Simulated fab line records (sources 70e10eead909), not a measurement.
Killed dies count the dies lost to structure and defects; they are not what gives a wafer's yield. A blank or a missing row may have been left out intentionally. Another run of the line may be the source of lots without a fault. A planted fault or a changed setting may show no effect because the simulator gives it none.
fab line records + flow nand_harc + part 2 of 2: steps 24 to 32 of 32
record:
- lots: 5
- wafers: 15
- last_day: 33
route steps=1302 shown P_CONTACT@235 P_M0@253
lots that met no fault: from a run of the same line without faults
start_h: start of the lot's first displayed wafer, in hours after the record's first day + wait_h: time in hours since the lot's previous step + " unchanged from the row above + L1.1+2: a single row standing in for several wafers + - no value, or no start given + * or withheld: withheld + < > ~ a bound
route shown NAME@n: names a module that has steps shown in the file, with the first one's number in the route + usual: the fault-free wafers' mean and standard deviation + same: alike in all rows + chamber/n: place in a boat + sites: per-site readings + _std_site: their standard deviation + _edge_site: the outer-site mean with the inner-site mean subtracted + radius_mm: for every site, how far away it sits from the centre of the wafer + mask NAME#n: copy n + behind: the most recent tool/chamber to have shaped the wafer + hold: why the lot was held/for how many hours/how that ended + device: the n, p or np transistor that did not switch + end of line: the same wafers' tests at the end of the route + for a step that has no rows: nothing shown but its recipe + killed: count of dies lost to structure and defects at first sort (not the wafer's yield) + map: shows each die of a wafer: x if killed, . if not, _ if none is there
set.NAME: the setting as run; set.NAME@STEP: as run at that earlier step + model.NAME: the simulator's own value behind a step, which no gauge read
lots at selected steps of the route; one table per step, one row per wafer
services: the hour from which a tool's chamber was out of use, counted from the record's first day as start_h (under 0 if before that day), plus the number of hours and why
== steps ==
step: NHARC_P_M0_EBR_05
| lot.wafer  | tool           | chamber | start_h | wait_h |
|------------|----------------|---------|---------|--------|
| L080.3+4+5 | litho_track-01 | 0       | -       | -      |
| L081.1+4+6 | litho_track-06 | 0       | -       | -      |
| L090.1+2+5 | litho_track-04 | 0       | -       | -      |
| L093.2+4+5 | litho_track-04 | 0       | -       | -      |
| L095.4+5+6 | litho_track-06 | 0       | -       | -      |
step: NHARC_P_M0_EXPOSE_06
recipe:
- na: 1.35
- target_cd_nm: 90
- dose_mj: 81.28
- mask_id: P_M0
| lot.wafer  | tool            | chamber | start_h | wait_h | mask   |
|------------|-----------------|---------|---------|--------|--------|
| L080.3+4+5 | arfi_scanner-02 | 0       | 180.60  | -      | P_M0#0 |
| L081.1+4+6 | arfi_scanner-01 | 0       | 186.83  | -      | P_M0#0 |
| L090.1+2+5 | arfi_scanner-03 | 0       | 277.85  | -      | P_M0#0 |
| L093.2+4+5 | arfi_scanner-01 | 0       | 310.02  | -      | P_M0#0 |
| L095.4+5+6 | arfi_scanner-02 | 0       | 342.08  | -      | P_M0#0 |
step: NHARC_P_M0_PEB_07
recipe:
- peb_temp_c: 100
- peb_time_s: 65
| lot.wafer  | tool           | chamber | start_h | wait_h |
|------------|----------------|---------|---------|--------|
| L080.3+4+5 | litho_track-04 | 0       | 180.66  | 0.0    |
| L081.1+4+6 | litho_track-04 | 0       | 186.89  | 0.1    |
| L090.1+2+5 | litho_track-06 | 0       | 277.91  | 0.1    |
| L093.2+4+5 | litho_track-01 | 0       | 310.09  | 0.1    |
| L095.4+5+6 | litho_track-01 | 0       | 342.13  | 0.0    |
step: NHARC_P_M0_DEVELOP_08
recipe:
- develop_time_s: 35
- dev_temp_c: 23
| lot.wafer  | tool           | chamber | start_h | wait_h |
|------------|----------------|---------|---------|--------|
| L080.3+4+5 | litho_track-04 | 0       | -       | -      |
| L081.1+4+6 | litho_track-04 | 0       | -       | -      |
| L090.1+2+5 | litho_track-06 | 0       | -       | -      |
| L093.2+4+5 | litho_track-01 | 0       | -       | -      |
| L095.4+5+6 | litho_track-01 | 0       | -       | -      |
step: NHARC_P_M0_CD_MEAS_09
recipe:
- target_cd_nm: 90
- landing_energy_ev: 500
usual:
- cd_nm: 89.8/0.72
| lot.wafer | tool      | chamber | start_h | wait_h | cd_nm |
|-----------|-----------|---------|---------|--------|-------|
| L080.3    | cd_sem-01 | 0       | 180.74  | -      | 90.0  |
| L080.4    | "         | 0       | "       | "      | 89.6  |
| L080.5    | "         | 0       | "       | "      | 90.3  |
| L081.1    | cd_sem-03 | 0       | 186.97  | -      | 88.5  |
| L081.4    | "         | 0       | "       | "      | 88.7  |
| L081.6    | "         | 0       | "       | "      | 88.7  |
| L090.1    | cd_sem-03 | 0       | 277.99  | -      | 91.2  |
| L090.2    | "         | 0       | "       | "      | 91.3  |
| L090.5    | "         | 0       | "       | "      | 90.8  |
| L093.2    | cd_sem-03 | 0       | 310.17  | -      | 90.5  |
| L093.4    | "         | 0       | "       | "      | 90.2  |
| L093.5    | "         | 0       | "       | "      | 89.4  |
| L095.4    | cd_sem-03 | 0       | 342.22  | -      | 89.8  |
| L095.5    | "         | 0       | "       | "      | 89.9  |
| L095.6    | "         | 0       | "       | "      | 89.8  |
step: NHARC_P_M0_OVL_MEAS_10
recipe:
- pitch_nm: 180
usual:
- overlay_x_nm: -0.1/0.82
- overlay_y_nm: -0.2/0.78
| lot.wafer | tool       | chamber | start_h | wait_h | overlay_x_nm | overlay_y_nm |
|-----------|------------|---------|---------|--------|--------------|--------------|
| L080.3    | overlay-01 | -       | 180.82  | -      | 0.3          | 0.9          |
| L080.4    | "          | -       | "       | "      | 0.7          | 0.9          |
| L080.5    | "          | -       | "       | "      | 0.5          | 0.7          |
| L081.1    | overlay-02 | -       | 187.06  | -      | -0.6         | -1.1         |
| L081.4    | "          | -       | "       | "      | -0.4         | -1.4         |
| L081.6    | "          | -       | "       | "      | -0.4         | -1.1         |
| L090.1    | overlay-02 | -       | 278.07  | -      | -0.9         | 0.3          |
| L090.2    | "          | -       | "       | "      | -0.3         | 0.3          |
| L090.5    | "          | -       | "       | "      | -0.7         | 0.0          |
| L093.2    | overlay-02 | -       | 310.25  | -      | -0.1         | 0.9          |
| L093.4    | "          | -       | "       | "      | -0.6         | 0.6          |
| L093.5    | "          | -       | "       | "      | -0.4         | 0.7          |
| L095.4    | overlay-02 | -       | 342.30  | -      | -0.7         | -1.4         |
| L095.5    | "          | -       | "       | "      | -0.4         | -1.6         |
| L095.6    | "          | -       | "       | "      | -0.5         | -1.0         |
step: NHARC_P_M0_INSPECT_11
usual:
- raw_defect_count: 4.4/2.7
| lot.wafer | tool              | chamber | start_h | wait_h | raw_defect_count |
|-----------|-------------------|---------|---------|--------|------------------|
| L080.3    | defect_inspect-01 | -       | 180.86  | 0.0    | 10               |
| L080.4    | "                 | -       | "       | "      | 15               |
| L080.5    | "                 | -       | "       | "      | 12               |
| L081.1    | defect_inspect-02 | -       | 187.09  | 0.0    | 5                |
| L081.4    | "                 | -       | "       | "      | 5                |
| L081.6    | "                 | -       | "       | "      | 4                |
| L090.1    | defect_inspect-01 | -       | 278.11  | 0.0    | 10               |
| L090.2    | "                 | -       | "       | "      | 6                |
| L090.5    | "                 | -       | "       | "      | 11               |
| L093.2    | defect_inspect-02 | -       | 310.29  | 0.0    | 5                |
| L093.4    | "                 | -       | "       | "      | 6                |
| L093.5    | "                 | -       | "       | "      | 4                |
| L095.4    | defect_inspect-02 | -       | 342.34  | 0.0    | 4                |
| L095.5    | "                 | -       | "       | "      | 5                |
| L095.6    | "                 | -       | "       | "      | 5                |
step: NHARC_P_M0_DESCUM_14
recipe:
- time_s: 3
- o2_flow_sccm: 200
- ar_flow_sccm: 0
- bias_power_w: 0
- chemistry: O2
usual:
- chamber_pressure_mTorr: 60.00/0.055
- drypump_motor_current_A: 5.78/0.26
- oes_product_au: 1.001/0.0093
- rf_vpp_V: 57.9/0.85
- showerhead_plenum_p_Torr: 1.95/0.1
- throttle_valve_pct: 11.311/0.0089
| lot.wafer | tool        | chamber | start_h | wait_h | chamber_pressure_mTorr | drypump_motor_current_A | oes_product_au | rf_hours_counter_h | rf_vpp_V | showerhead_plenum_p_Torr | throttle_valve_pct |
|-----------|-------------|---------|---------|--------|------------------------|-------------------------|----------------|--------------------|----------|--------------------------|--------------------|
| L080.4    | rie_diel-05 | 2       | 180.92  | 0.1    | 60.03                  | 6.11                    | 1.004          | 38                 | 59.4     | 2.06                     | 11.310             |
| L080.3    | "           | 1       | "       | "      | 59.96                  | 6.03                    | 1.001          | 32                 | 58.6     | 1.83                     | 11.317             |
| L080.5    | "           | 2       | "       | "      | 59.95                  | 6.10                    | 1.017          | -                  | 58.3     | 2.06                     | 11.309             |
| L081.1    | rie_diel-05 | 1       | 187.35  | 0.3    | 59.95                  | 6.05                    | 1.002          | 36                 | 57.8     | 1.83                     | 11.295             |
| L081.4    | "           | 2       | "       | "      | 60.13                  | 6.06                    | 1.009          | -                  | 59.8     | 2.06                     | 11.316             |
| L081.6    | "           | 0       | "       | "      | 59.98                  | 5.81                    | 1.009          | -                  | 58.0     | 1.82                     | 11.311             |
| L090.2    | rie_diel-04 | 1       | 278.17  | 0.1    | 59.95                  | 5.49                    | 1.001          | 13                 | 58.3     | 2.03                     | 11.328             |
| L090.1    | "           | 3       | "       | "      | 60.00                  | 5.91                    | 0.984          | 14                 | 57.0     | 1.89                     | 11.295             |
| L090.5    | "           | 1       | "       | "      | 60.03                  | 5.52                    | 0.993          | -                  | 59.6     | 2.03                     | 11.316             |
| L093.4    | rie_diel-04 | 2       | 310.36  | 0.1    | 59.99                  | 5.65                    | 1.004          | 22                 | 57.9     | 2.04                     | 11.296             |
| L093.2    | "           | 3       | "       | "      | 60.01                  | 5.94                    | 0.994          | 22                 | 56.8     | 1.89                     | 11.320             |
| L093.5    | "           | 1       | "       | "      | 60.03                  | 5.50                    | 1.009          | -                  | 57.6     | 2.03                     | 11.318             |
| L095.4    | rie_diel-04 | 1       | 342.43  | 0.1    | 59.98                  | 5.49                    | 1.005          | 24                 | 58.7     | 2.03                     | 11.318             |
| L095.5    | "           | 3       | "       | "      | 59.94                  | 5.93                    | 0.990          | -                  | 57.3     | 1.89                     | 11.301             |
| L095.6    | "           | 0       | "       | "      | 60.02                  | 5.79                    | 1.002          | -                  | 59.0     | 2.02                     | 11.318             |
step: NHARC_P_M0_ETCH_34
recipe:
- target_depth_a: 400
- overetch_a: 120
- time_s: 43.94
- ion_energy_ev: 200
- n2_flow_sccm: 150
- h2_flow_sccm: 150
- ar_flow_sccm: 0
- rf_w: 400
- bias_w: 150
- chemistry: N2/H2
usual:
- chamber_pressure_mTorr: 30.01/0.047
- drypump_motor_current_A: 5.79/0.26
- oes_product_au: 1.002/0.0097
- rf_vpp_V: 432/3.3
- showerhead_plenum_p_Torr: 2.08/0.11
- throttle_valve_pct: 14.171/0.0099
| lot.wafer | tool        | chamber | start_h | wait_h | chamber_pressure_mTorr | drypump_motor_current_A | oes_product_au | rf_hours_counter_h | rf_vpp_V | showerhead_plenum_p_Torr | throttle_valve_pct |
|-----------|-------------|---------|---------|--------|------------------------|-------------------------|----------------|--------------------|----------|--------------------------|--------------------|
| L080.4    | rie_diel-05 | 0       | 181.18  | 0.3    | 30.01                  | 5.86                    | 1.006          | 36                 | 427      | 1.94                     | 14.161             |
| L080.3    | "           | 1       | "       | "      | 30.01                  | 6.04                    | 0.996          | 32                 | 427      | 1.95                     | 14.176             |
| L080.5    | "           | 1       | "       | "      | 30.00                  | 6.02                    | 1.008          | -                  | 429      | 1.95                     | 14.158             |
| L081.1    | rie_diel-05 | 0       | 187.56  | 0.2    | 30.06                  | 5.82                    | 0.999          | 39                 | 428      | 1.93                     | 14.181             |
| L081.4    | "           | 1       | "       | "      | 30.03                  | 6.04                    | 0.993          | -                  | 428      | 1.95                     | 14.163             |
| L081.6    | "           | 2       | "       | "      | 29.94                  | 6.06                    | 1.004          | -                  | 435      | 2.20                     | 14.169             |
| L090.2    | rie_diel-04 | 3       | 278.26  | 0.1    | 30.04                  | 5.91                    | 0.985          | 14                 | 429      | 2.02                     | 14.187             |
| L090.1    | "           | 2       | "       | "      | 30.00                  | 5.64                    | 0.998          | 15                 | 436      | 2.18                     | 14.170             |
| L090.5    | "           | 3       | "       | "      | 30.01                  | 5.93                    | 0.990          | -                  | 430      | 2.02                     | 14.163             |
| L093.2    | rie_diel-04 | 0       | 310.44  | 0.1    | 30.04                  | 5.78                    | 1.010          | 22                 | 434      | 2.16                     | 14.159             |
| L093.4    | "           | 2       | "       | "      | 29.99                  | 5.65                    | 0.997          | 22                 | 435      | 2.18                     | 14.174             |
| L093.5    | "           | 0       | "       | "      | 30.02                  | 5.80                    | 0.999          | -                  | 433      | 2.16                     | 14.166             |
| L095.4    | rie_diel-04 | 3       | 342.50  | 0.1    | 30.00                  | 5.94                    | 1.007          | 26                 | 430      | 2.02                     | 14.171             |
| L095.6    | "           | 2       | "       | "      | 29.99                  | 5.61                    | 1.012          | -                  | 435      | 2.18                     | 14.173             |
| L095.5    | "           | 3       | "       | "      | 30.02                  | 5.91                    | 0.998          | -                  | 429      | 2.02                     | 14.163             |
== services ==
| tool           | chamber | start_h | hours | kind   |
|----------------|---------|---------|-------|--------|
| litho_track-01 | -       | 155.00  | 7.0   | pm     |
| rie_diel-05    | 2       | 156.37  | 16.7  | repair |
| rie_diel-12    | 2       | 156.64  | 13.4  | repair |
| pvd_sputter-01 | -       | 158.23  | 3.5   | repair |
| rie_diel-13    | -       | 165.00  | 9.0   | pm     |
| pvd_sputter-03 | -       | 170.04  | 10.0  | pm     |
| rie_diel-04    | -       | 178.41  | 9.0   | pm     |
| litho_track-06 | -       | 179.00  | 7.0   | pm     |
| litho_track-04 | -       | 203.00  | 7.0   | pm     |
| wet_bench-03   | -       | 210.41  | 8.0   | pm     |
| pvd_sputter-01 | -       | 226.00  | 10.0  | pm     |
| rie_diel-03    | 2       | 234.11  | 5.2   | repair |
| rie_diel-03    | 2       | 244.72  | 2.7   | repair |
| rie_diel-12    | 0       | 248.93  | 30.6  | repair |
| rie_diel-12    | 3       | 267.11  | 12.1  | repair |
| rie_diel-12    | -       | 268.57  | 9.0   | pm     |
| pvd_sputter-01 | -       | 277.62  | 1.1   | repair |
| rie_diel-03    | -       | 281.30  | 9.0   | pm     |
| rie_diel-12    | 2       | 300.75  | 1.2   | repair |
| rie_diel-04    | 1       | 312.58  | 7.1   | repair |
| rie_diel-04    | 2       | 313.18  | 22.7  | repair |
| rie_diel-12    | 2       | 316.86  | 4.9   | repair |
| litho_track-01 | -       | 330.00  | 7.0   | pm     |
| rie_diel-13    | -       | 342.00  | 9.0   | pm     |
